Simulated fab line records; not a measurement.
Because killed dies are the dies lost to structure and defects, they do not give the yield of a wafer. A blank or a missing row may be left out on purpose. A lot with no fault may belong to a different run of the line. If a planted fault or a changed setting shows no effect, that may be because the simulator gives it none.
Which tool did it? | flow nand-harc | Sampling: 7 lots, 21 wafers, 2 of 1159 route steps

WHAT THE GAUGES READ, wafer by wafer
NHARC_A_BONDPAD_OVL_MEAS_35.
lot  | measured     | on         | overlay-x-nm (nm)
L321 | day 18 09:56 | overlay-02 | -7 -7 -7
L325 | day 18 11:47 | overlay-01 | 0 0 0
L329 | day 20 04:50 | overlay-02 | -5 -5 -5
L336 | day 21 00:10 | overlay-02 | 6 6 6
L335 | day 21 20:05 | overlay-01 | 5 4 4
L339 | day 23 02:10 | overlay-01 | -11 -12 -11
L343 | day 23 17:46 | overlay-02 | -11 -10 -10

TOOL THAT RAN EACH LOT (tool first, then ch and the chambers of the sampled wafers, then the start)
lot  | NHARC_A_M1_DEP_33
L321 | pecvd-03 ch 0,1,2, day 18 08:00
L325 | pecvd-03 ch 0,1, day 18 10:06
L329 | pecvd-02 ch 0,1, day 20 03:00
L336 | pecvd-01 ch 0,2, day 20 21:50
L335 | pecvd-02 ch 1,2, day 21 18:16
L339 | pecvd-01 ch 0,2, day 23 00:13
L343 | pecvd-03 ch 0,1,2, day 23 16:01
- NHARC_A_M1_DEP_33: deposits SiCN, target thk 30 nm.

THE ANSWER, worked out from the rows above alone
Rule: usual is defined by the lots themselves. The widest of any qualifying gaps counts: lots, ordered by their means at a reading, are off when they make up no more than a third of the lots, leave a main group of 4 or more, and stand apart from it by 3 or more times the standard deviation of that group's means. The tables above print the reading to a certain number of digits; a main group whose means all agree to those digits is not used. Also off: a lot with no number at a reading for which 4 or more lots have one. Any other lot the step has rows for is counted as sound.
No lot is off on any of the readings shown, so nothing can be concluded from this.

WHAT WAS PUT IN BY THE SIMULATOR
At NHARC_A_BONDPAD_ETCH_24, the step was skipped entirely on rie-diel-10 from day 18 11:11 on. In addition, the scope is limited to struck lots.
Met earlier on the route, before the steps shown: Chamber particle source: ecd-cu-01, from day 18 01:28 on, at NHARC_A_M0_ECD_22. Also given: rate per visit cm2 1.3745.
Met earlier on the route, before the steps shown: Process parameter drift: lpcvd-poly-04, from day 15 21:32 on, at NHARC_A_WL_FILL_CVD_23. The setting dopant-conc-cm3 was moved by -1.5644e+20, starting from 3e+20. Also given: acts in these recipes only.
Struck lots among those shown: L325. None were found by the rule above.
